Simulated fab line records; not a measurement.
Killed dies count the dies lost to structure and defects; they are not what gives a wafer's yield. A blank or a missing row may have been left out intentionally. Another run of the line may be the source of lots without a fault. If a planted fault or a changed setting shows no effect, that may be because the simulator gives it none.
Chamber matching    flow n5Finfet    pecvd-02 running N5_BEOL_M3_DEP_57: 3 sister chambers
The step deposits SiCN from 3MS/NH3, target thk 8 nm, time 14 s. 3 wafers are shown with their chamber, then 8 later ones without.

EACH WAFER AND ITS CHAMBER
wafer   chamber  throttleValvePct (%)
L084.5  0        8.7
L085.5  1        10.4
L092.1  2        8.6

WAFERS WITH NO CHAMBER GIVEN
wafer   throttleValvePct (%)
L092.2  10.3
L092.3  8.6
L093.2  8.7
L093.4  8.5
L093.5  8.5
L096.2  8.3
L096.4  8.4
L096.5  10.2

THE CHAMBER EACH PASSED THROUGH
wafer   from the rows above      in truth
L092.2  1                        1
L092.3  can't be placed: 2 or 0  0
L093.2  can't be placed: 0 or 2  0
L093.4  can't be placed: 2 or 0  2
L093.5  can't be placed: 2 or 0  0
L096.2  can't be placed: 2 or 0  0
L096.4  can't be placed: 2 or 0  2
L096.5  1                        1
Correct placement for 2 of the 8. Unplaceable from these rows: 6, with the true chamber sitting among the candidates in 6. Number placed wrongly: 0.
How it was worked out, from the rows above alone: a wafer's distance from a chamber is the root of the sum, over the readings, of the square of ((its reading less the chamber's mean) divided by the reading's scatter). If the next closest chamber is less than 2 further off than the closest, the wafer can't be placed; otherwise it belongs to the closest. The mean given for a chamber averages the wafers shown for that chamber. The scatter: root of mean squared gap, hidden wafer to nearest shown wafer, with one shown wafer a chamber.
